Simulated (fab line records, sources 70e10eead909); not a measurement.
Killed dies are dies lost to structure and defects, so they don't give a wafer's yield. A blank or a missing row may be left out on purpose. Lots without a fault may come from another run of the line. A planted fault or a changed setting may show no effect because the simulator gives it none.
Chamber matching | flow nand_harc | NHARC_P_STI_DESCUM_14 on rie_diel-09: 4 sister chambers
The step chemistry O2, time 3 s. 18 wafers are shown with their chamber, then 9 later ones without.

WAFERS WITH THEIR CHAMBER
wafer  | chamber | drypump_motor_current_A (A) | rf_vpp_V (V) | oes_product_au (a.u.)
L074.2 | 2       | 6.0                         | 58.4         | 1.000
L074.4 | 3       | 5.6                         | 59.6         | 0.990
L074.6 | 0       | 5.0                         | 57.9         | 0.992
L076.1 | 2       | 6.0                         | 56.6         | 0.994
L076.2 | 0       | 4.9                         | 58.9         | 1.002
L076.6 | 2       | 6.0                         | 57.9         | 0.988
L077.2 | 0       | 4.9                         | 57.4         | 0.994
L077.4 | 1       | 6.1                         | 57.6         | 0.986
L077.5 | 1       | 6.1                         | 57.0         | 0.993
L078.1 | 2       | 6.0                         | 58.2         | 0.998
L078.5 | 2       | 6.0                         | 57.0         | 0.997
L078.6 | 3       | 5.7                         | 58.5         | 0.983
L083.2 | 2       | 6.0                         | 58.9         | 0.997
L083.5 | 2       | 6.0                         | 55.5         | 1.008
L083.6 | 1       | 6.1                         | 56.3         | 1.004
L084.2 | 1       | 6.1                         | 58.0         | 1.011
L084.3 | 2       | 6.0                         | 56.7         | 1.004
L084.5 | 2       | 6.0                         | 56.5         | 1.002

SIGNATURES (means of the wafers above)
reading                 | chamber 0 | chamber 1 | chamber 2 | chamber 3 | scatter within a chamber
drypump_motor_current_A | 4.933     | 6.100     | 6.000     | 5.650     | 0.0289
rf_vpp_V                | 58.067    | 57.225    | 57.300    | 59.050    | 0.97
oes_product_au          | 0.99600   | 0.99850   | 0.99867   | 0.98650   | 0.00719
Rule: a wafer's distance from a chamber is the root of the sum, over the readings, of the square of ((its reading less the chamber's mean) divided by the reading's scatter). The wafer belongs to the nearest chamber; if the next one is less than 2 further off, it can't be placed. The scatter: the root of (the sum of the squares of (reading less its chamber's mean) over the shown wafers, divided by (wafers less chambers)).

WAFERS WITHOUT THEIR CHAMBER
wafer  | drypump_motor_current_A (A) | rf_vpp_V (V) | oes_product_au (a.u.)
L085.2 | 6.0                         | 56.9         | 0.992
L085.3 | 6.1                         | 55.1         | 1.005
L085.5 | 6.0                         | 57.2         | 1.002
L091.2 | 5.0                         | 57.1         | 1.009
L091.4 | 5.6                         | 59.2         | 0.974
L091.6 | 6.1                         | 55.2         | 1.000
L093.1 | 6.0                         | 58.1         | 0.999
L093.2 | 5.0                         | 56.3         | 1.021
L093.6 | 6.0                         | 57.0         | 1.002

WHICH CHAMBER EACH WENT THROUGH
wafer  | from the rows above     | in truth
L085.2 | 2                       | 2
L085.3 | can't be placed: 1 or 2 | 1
L085.5 | 2                       | 2
L091.2 | 0                       | 0
L091.4 | 3                       | 3
L091.6 | can't be placed: 1 or 2 | 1
L093.1 | 2                       | 2
L093.2 | 0                       | 0
L093.6 | 2                       | 2
Placed correctly: 7 of 9. Can't be placed from these rows: 2 (the true chamber is among the candidates in 2). Placed wrongly: 0.
